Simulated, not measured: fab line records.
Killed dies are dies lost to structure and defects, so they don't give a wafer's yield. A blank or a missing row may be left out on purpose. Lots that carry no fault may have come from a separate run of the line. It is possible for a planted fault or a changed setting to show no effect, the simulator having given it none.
What tool caused it? || flow nand-harc || Sampling: 24 lots, 72 wafers, 4 of 1159 route steps

## WHAT THE GAUGES READ, wafer by wafer
NHARC_A_START_INSPECT_01.
{"lot": "L074", "measured": "day 6 11:50", "on": "defect-inspect-01", "raw-defect-count": "5 2 0"}
{"lot": "L075", "measured": "day 6 20:07", "on": "defect-inspect-01", "raw-defect-count": "2 3 2"}
{"lot": "L076", "measured": "day 7 00:14", "on": "defect-inspect-02", "raw-defect-count": "2 3 4"}
{"lot": "L077", "measured": "day 7 04:25", "on": "defect-inspect-01", "raw-defect-count": "2 3 7"}
{"lot": "L078", "measured": "day 7 14:20", "on": "defect-inspect-01", "raw-defect-count": "5 5 2"}
{"lot": "L079", "measured": "day 7 22:18", "on": "defect-inspect-02", "raw-defect-count": "5 4 8"}
{"lot": "L080", "measured": "day 8 01:19", "on": "defect-inspect-02", "raw-defect-count": "5 1 6"}
{"lot": "L081", "measured": "day 8 11:02", "on": "defect-inspect-01", "raw-defect-count": "2 6 3"}
{"lot": "L082", "measured": "day 8 11:35", "on": "defect-inspect-01", "raw-defect-count": "4 7 7"}
{"lot": "L083", "measured": "day 8 22:32", "on": "defect-inspect-02", "raw-defect-count": "0 5 5"}
{"lot": "L084", "measured": "day 8 23:31", "on": "defect-inspect-01", "raw-defect-count": "6 5 4"}
{"lot": "L085", "measured": "day 9 12:26", "on": "defect-inspect-02", "raw-defect-count": "4 5 4"}
{"lot": "L087", "measured": "day 9 13:43", "on": "defect-inspect-01", "raw-defect-count": "1 3 4"}
{"lot": "L086", "measured": "day 9 14:55", "on": "defect-inspect-01", "raw-defect-count": "1 3 3"}
{"lot": "L088", "measured": "day 9 22:54", "on": "defect-inspect-02", "raw-defect-count": "4 2 2"}
{"lot": "L089", "measured": "day 10 13:11", "on": "defect-inspect-02", "raw-defect-count": "0 2 5"}
{"lot": "L090", "measured": "day 10 15:29", "on": "defect-inspect-02", "raw-defect-count": "4 3 3"}
{"lot": "L091", "measured": "day 10 16:18", "on": "defect-inspect-02", "raw-defect-count": "2 3 3"}
{"lot": "L092", "measured": "day 11 01:44", "on": "defect-inspect-01", "raw-defect-count": "3 3 1"}
{"lot": "L093", "measured": "day 11 11:10", "on": "defect-inspect-01", "raw-defect-count": "3 2 2"}
{"lot": "L094", "measured": "day 11 11:38", "on": "defect-inspect-01", "raw-defect-count": "2 2 6"}
{"lot": "L096", "measured": "day 11 19:40", "on": "defect-inspect-01", "raw-defect-count": "1 4 2"}
{"lot": "L095", "measured": "day 11 19:57", "on": "defect-inspect-02", "raw-defect-count": "6 6 3"}
{"lot": "L097", "measured": "day 11 23:17", "on": "defect-inspect-02", "raw-defect-count": "4 5 0"}

NHARC_A_ONON_D1_THK_MEAS_05: measures by ellipsometry.
{"lot": "L074", "measured": "day 7 14:20", "on": "film-metro-02", "thk-nm (nm)": "995 994 996"}
{"lot": "L075", "measured": "day 7 20:21", "on": "film-metro-01", "thk-nm (nm)": "1013 1014 1012"}
{"lot": "L076", "measured": "day 8 00:17", "on": "film-metro-02", "thk-nm (nm)": "999 999 999"}
{"lot": "L077", "measured": "day 8 04:25", "on": "film-metro-01", "thk-nm (nm)": "998 998 999"}
{"lot": "L078", "measured": "day 8 14:53", "on": "film-metro-02", "thk-nm (nm)": "1019 1018 1018"}
{"lot": "L079", "measured": "day 9 02:37", "on": "film-metro-01", "thk-nm (nm)": "1017 1017 1015"}
{"lot": "L080", "measured": "day 9 02:37", "on": "film-metro-02", "thk-nm (nm)": "996 994 994"}
{"lot": "L081", "measured": "day 9 11:00", "on": "film-metro-01", "thk-nm (nm)": "998 997 998"}
{"lot": "L082", "measured": "day 9 10:58", "on": "film-metro-02", "thk-nm (nm)": "1010 1010 1010"}
{"lot": "L083", "measured": "day 9 22:37", "on": "film-metro-01", "thk-nm (nm)": "1007 1005 1005"}
{"lot": "L084", "measured": "day 9 22:37", "on": "film-metro-02", "thk-nm (nm)": "1007 1008 1008"}
{"lot": "L085", "measured": "day 10 15:22", "on": "film-metro-02", "thk-nm (nm)": "975 975 976"}
{"lot": "L087", "measured": "day 10 15:20", "on": "film-metro-02", "thk-nm (nm)": "1001 1002 1003"}
{"lot": "L086", "measured": "day 10 15:24", "on": "film-metro-01", "thk-nm (nm)": "998 999 998"}
{"lot": "L088", "measured": "day 11 03:41", "on": "film-metro-01", "thk-nm (nm)": "1000 1003 1002"}
{"lot": "L089", "measured": "day 11 13:16", "on": "film-metro-02", "thk-nm (nm)": "1007 1007 1009"}
{"lot": "L090", "measured": "day 11 13:15", "on": "film-metro-01", "thk-nm (nm)": "1019 1019 1019"}
{"lot": "L091", "measured": "day 11 13:24", "on": "film-metro-01", "thk-nm (nm)": "1011 1011 1011"}
{"lot": "L092", "measured": "day 12 01:44", "on": "film-metro-02", "thk-nm (nm)": "978 978 977"}
{"lot": "L093", "measured": "day 12 10:55", "on": "film-metro-02", "thk-nm (nm)": "995 995 995"}
{"lot": "L094", "measured": "day 12 10:56", "on": "film-metro-01", "thk-nm (nm)": "1007 1009 1007"}
{"lot": "L096", "measured": "day 12 19:23", "on": "film-metro-02", "thk-nm (nm)": "995 998 996"}
{"lot": "L095", "measured": "day 12 19:23", "on": "film-metro-01", "thk-nm (nm)": "1001 999 1001"}
{"lot": "L097", "measured": "day 12 23:32", "on": "film-metro-02", "thk-nm (nm)": "1014 1015 1014"}

NHARC_A_CHANNEL_HOLE_D1_INSPECT_12.
{"lot": "L074", "measured": "day 8 05:56", "on": "defect-inspect-02", "raw-defect-count": "4 11 6"}
{"lot": "L075", "measured": "day 8 13:52", "on": "defect-inspect-01", "raw-defect-count": "5 6 4"}
{"lot": "L076", "measured": "day 8 17:36", "on": "defect-inspect-01", "raw-defect-count": "9 8 2"}
{"lot": "L077", "measured": "day 8 20:53", "on": "defect-inspect-02", "raw-defect-count": "7 6 9"}
{"lot": "L078", "measured": "day 9 07:11", "on": "defect-inspect-02", "raw-defect-count": "2 8 3"}
{"lot": "L079", "measured": "day 9 17:40", "on": "defect-inspect-01", "raw-defect-count": "5 6 4"}
{"lot": "L080", "measured": "day 9 17:29", "on": "defect-inspect-02", "raw-defect-count": "6 3 2"}
{"lot": "L081", "measured": "day 10 02:51", "on": "defect-inspect-02", "raw-defect-count": "4 9 10"}
{"lot": "L082", "measured": "day 10 02:33", "on": "defect-inspect-01", "raw-defect-count": "15 4 3"}
{"lot": "L083", "measured": "day 10 13:21", "on": "defect-inspect-01", "raw-defect-count": "9 5 6"}
{"lot": "L084", "measured": "day 10 13:10", "on": "defect-inspect-01", "raw-defect-count": "7 11 9"}
{"lot": "L085", "measured": "day 11 08:39", "on": "defect-inspect-01", "raw-defect-count": "7 5 8"}
{"lot": "L087", "measured": "day 11 08:20", "on": "defect-inspect-02", "raw-defect-count": "7 7 10"}
{"lot": "L086", "measured": "day 11 08:53", "on": "defect-inspect-02", "raw-defect-count": "12 7 12"}
{"lot": "L088", "measured": "day 11 20:18", "on": "defect-inspect-01", "raw-defect-count": "4 7 3"}
{"lot": "L089", "measured": "day 12 04:13", "on": "defect-inspect-01", "raw-defect-count": "2 2 6"}
{"lot": "L090", "measured": "day 12 04:04", "on": "defect-inspect-01", "raw-defect-count": "6 3 4"}
{"lot": "L091", "measured": "day 12 04:40", "on": "defect-inspect-01", "raw-defect-count": "2 9 2"}
{"lot": "L092", "measured": "day 12 16:14", "on": "defect-inspect-01", "raw-defect-count": "3 7 3"}
{"lot": "L093", "measured": "day 13 02:19", "on": "defect-inspect-01", "raw-defect-count": "4 11 7"}
{"lot": "L094", "measured": "day 13 02:31", "on": "defect-inspect-02", "raw-defect-count": "3 1 4"}
{"lot": "L096", "measured": "day 13 15:38", "on": "defect-inspect-01", "raw-defect-count": "7 2 5"}
{"lot": "L095", "measured": "day 13 17:34", "on": "defect-inspect-01", "raw-defect-count": "2 7 2"}
{"lot": "L097", "measured": "day 13 15:51", "on": "defect-inspect-01", "raw-defect-count": "4 3 2"}

## WHAT TOOL EACH LOT RAN ON (gives the tool, then ch and the chambers of the sampled wafers, and finally the start)
{"lot": "L074", "NHARC_A_ZERO_WELL_ETCH_13": "rie-si-06 ch 0,1,2, day 6 12:56"}
{"lot": "L075", "NHARC_A_ZERO_WELL_ETCH_13": "rie-si-01 ch 0,1,2, day 6 21:11"}
{"lot": "L076", "NHARC_A_ZERO_WELL_ETCH_13": "rie-si-06 ch 2,3, day 7 01:19"}
{"lot": "L077", "NHARC_A_ZERO_WELL_ETCH_13": "rie-si-05 ch 1,2, day 7 05:38"}
{"lot": "L078", "NHARC_A_ZERO_WELL_ETCH_13": "rie-si-06 ch 1,2, day 7 15:32"}
{"lot": "L079", "NHARC_A_ZERO_WELL_ETCH_13": "rie-si-05 ch 0,1, day 7 23:30"}
{"lot": "L080", "NHARC_A_ZERO_WELL_ETCH_13": "rie-si-06 ch 0,1,2, day 8 02:32"}
{"lot": "L081", "NHARC_A_ZERO_WELL_ETCH_13": "rie-si-01 ch 0,1,2, day 8 12:15"}
{"lot": "L082", "NHARC_A_ZERO_WELL_ETCH_13": "rie-si-05 ch 0,2,3, day 8 12:50"}
{"lot": "L083", "NHARC_A_ZERO_WELL_ETCH_13": "rie-si-01 ch 0,2,3, day 8 23:45"}
{"lot": "L084", "NHARC_A_ZERO_WELL_ETCH_13": "rie-si-05 ch 0,1,2, day 9 00:37"}
{"lot": "L085", "NHARC_A_ZERO_WELL_ETCH_13": "rie-si-05 ch 1,2,3, day 9 13:31"}
{"lot": "L087", "NHARC_A_ZERO_WELL_ETCH_13": "rie-si-01 ch 1,2,3, day 9 14:47"}
{"lot": "L086", "NHARC_A_ZERO_WELL_ETCH_13": "rie-si-06 ch 1,3, day 9 16:08"}
{"lot": "L088", "NHARC_A_ZERO_WELL_ETCH_13": "rie-si-05 ch 0,2,3, day 10 00:07"}
{"lot": "L089", "NHARC_A_ZERO_WELL_ETCH_13": "rie-si-06 ch 1,2,3, day 10 14:23"}
{"lot": "L090", "NHARC_A_ZERO_WELL_ETCH_13": "rie-si-05 ch 0,1,3, day 10 16:41"}
{"lot": "L091", "NHARC_A_ZERO_WELL_ETCH_13": "rie-si-01 ch 0,1,3, day 10 17:24"}
{"lot": "L092", "NHARC_A_ZERO_WELL_ETCH_13": "rie-si-06 ch 1,2, day 11 02:56"}
{"lot": "L093", "NHARC_A_ZERO_WELL_ETCH_13": "rie-si-06 ch 1,2,3, day 11 12:15"}
{"lot": "L094", "NHARC_A_ZERO_WELL_ETCH_13": "rie-si-01 ch 0,2,3, day 11 12:43"}
{"lot": "L096", "NHARC_A_ZERO_WELL_ETCH_13": "rie-si-05 ch 1,2, day 11 20:53"}
{"lot": "L095", "NHARC_A_ZERO_WELL_ETCH_13": "rie-si-06 ch 1,2, day 11 21:10"}
{"lot": "L097", "NHARC_A_ZERO_WELL_ETCH_13": "rie-si-01 ch 0,1,2, day 12 00:32"}
- NHARC_A_ZERO_WELL_ETCH_13: etches the open film in HBr/Cl2, target depth 120 nm, time 40.1 s.

## WHAT THE TOOLS THEMSELVES READ (means of the sampled wafers that have a number; where no wafer has one, the mark that the record gives instead)
NHARC_A_ZERO_WELL_ETCH_13.
{"lot": "L074", "tool": "rie-si-06", "drypump-motor-current-A (A)": 6.0, "oes-product-au (a.u.)": 0.985, "throttle-valve-pct (%)": 26.404}
{"lot": "L075", "tool": "rie-si-01", "drypump-motor-current-A (A)": 5.2, "oes-product-au (a.u.)": 1.003, "throttle-valve-pct (%)": 26.405}
{"lot": "L076", "tool": "rie-si-06", "drypump-motor-current-A (A)": 5.8, "oes-product-au (a.u.)": 1.006, "throttle-valve-pct (%)": 26.400}
{"lot": "L077", "tool": "rie-si-05", "drypump-motor-current-A (A)": 5.1, "oes-product-au (a.u.)": 0.991, "throttle-valve-pct (%)": 26.397}
{"lot": "L078", "tool": "rie-si-06", "drypump-motor-current-A (A)": 6.3, "oes-product-au (a.u.)": 0.994, "throttle-valve-pct (%)": 26.405}
{"lot": "L079", "tool": "rie-si-05", "drypump-motor-current-A (A)": 5.5, "oes-product-au (a.u.)": 1.004, "throttle-valve-pct (%)": 26.414}
{"lot": "L080", "tool": "rie-si-06", "drypump-motor-current-A (A)": 6.0, "oes-product-au (a.u.)": 0.994, "throttle-valve-pct (%)": 26.404}
{"lot": "L081", "tool": "rie-si-01", "drypump-motor-current-A (A)": 5.3, "oes-product-au (a.u.)": 0.996, "throttle-valve-pct (%)": 26.400}
{"lot": "L082", "tool": "rie-si-05", "drypump-motor-current-A (A)": 5.6, "oes-product-au (a.u.)": 0.987, "throttle-valve-pct (%)": 26.407}
{"lot": "L083", "tool": "rie-si-01", "drypump-motor-current-A (A)": 5.1, "oes-product-au (a.u.)": 1.010, "throttle-valve-pct (%)": 26.401}
{"lot": "L084", "tool": "rie-si-05", "drypump-motor-current-A (A)": 5.3, "oes-product-au (a.u.)": 0.989, "throttle-valve-pct (%)": 26.402}
{"lot": "L085", "tool": "rie-si-05", "drypump-motor-current-A (A)": 5.4, "oes-product-au (a.u.)": 0.994, "throttle-valve-pct (%)": 26.409}
{"lot": "L087", "tool": "rie-si-01", "drypump-motor-current-A (A)": 5.3, "oes-product-au (a.u.)": 1.006, "throttle-valve-pct (%)": 26.411}
{"lot": "L086", "tool": "rie-si-06", "drypump-motor-current-A (A)": 6.1, "oes-product-au (a.u.)": 0.996, "throttle-valve-pct (%)": 26.416}
{"lot": "L088", "tool": "rie-si-05", "drypump-motor-current-A (A)": 5.6, "oes-product-au (a.u.)": 0.993, "throttle-valve-pct (%)": 26.396}
{"lot": "L089", "tool": "rie-si-06", "drypump-motor-current-A (A)": 6.0, "oes-product-au (a.u.)": 0.995, "throttle-valve-pct (%)": 26.408}
{"lot": "L090", "tool": "rie-si-05", "drypump-motor-current-A (A)": 5.6, "oes-product-au (a.u.)": 1.015, "throttle-valve-pct (%)": 26.405}
{"lot": "L091", "tool": "rie-si-01", "drypump-motor-current-A (A)": 5.2, "oes-product-au (a.u.)": 0.996, "throttle-valve-pct (%)": 26.405}
{"lot": "L092", "tool": "rie-si-06", "drypump-motor-current-A (A)": 6.2, "oes-product-au (a.u.)": 0.996, "throttle-valve-pct (%)": 26.398}
{"lot": "L093", "tool": "rie-si-06", "drypump-motor-current-A (A)": 6.0, "oes-product-au (a.u.)": 0.993, "throttle-valve-pct (%)": 26.409}
{"lot": "L094", "tool": "rie-si-01", "drypump-motor-current-A (A)": 5.1, "oes-product-au (a.u.)": 1.000, "throttle-valve-pct (%)": 26.415}
{"lot": "L096", "tool": "rie-si-05", "drypump-motor-current-A (A)": 5.1, "oes-product-au (a.u.)": 0.983, "throttle-valve-pct (%)": 26.408}
{"lot": "L095", "tool": "rie-si-06", "drypump-motor-current-A (A)": 6.2, "oes-product-au (a.u.)": 1.002, "throttle-valve-pct (%)": 26.406}
{"lot": "L097", "tool": "rie-si-01", "drypump-motor-current-A (A)": 5.2, "oes-product-au (a.u.)": 1.006, "throttle-valve-pct (%)": 26.395}

## THE ANSWER, worked out from the rows above alone
Rule: the usual values come from the lots themselves. Put in order of their means at a reading, lots are off if they are a third of the lots or fewer, leave a main group of 4 or more, and stand apart from it by a gap of 3 or more times the standard deviation of the main group's means; of several such gaps the widest counts. If all means in a main group match to the digits the tables above print for the reading, that group is not used. Also off: a lot with no number at a reading for which 4 or more lots have one. Any other lot the step has rows for is counted as sound. Order of review: gauges by route order, followed by the tools' own readings, for which a lot's mean as printed above is used. At the first step where some lot is off, the reading lying furthest off is the one used; lots without a number count as furthest.
No lot is off at any reading shown: from this, nothing can be told.

## WHAT THE SIMULATOR HAD PUT IN
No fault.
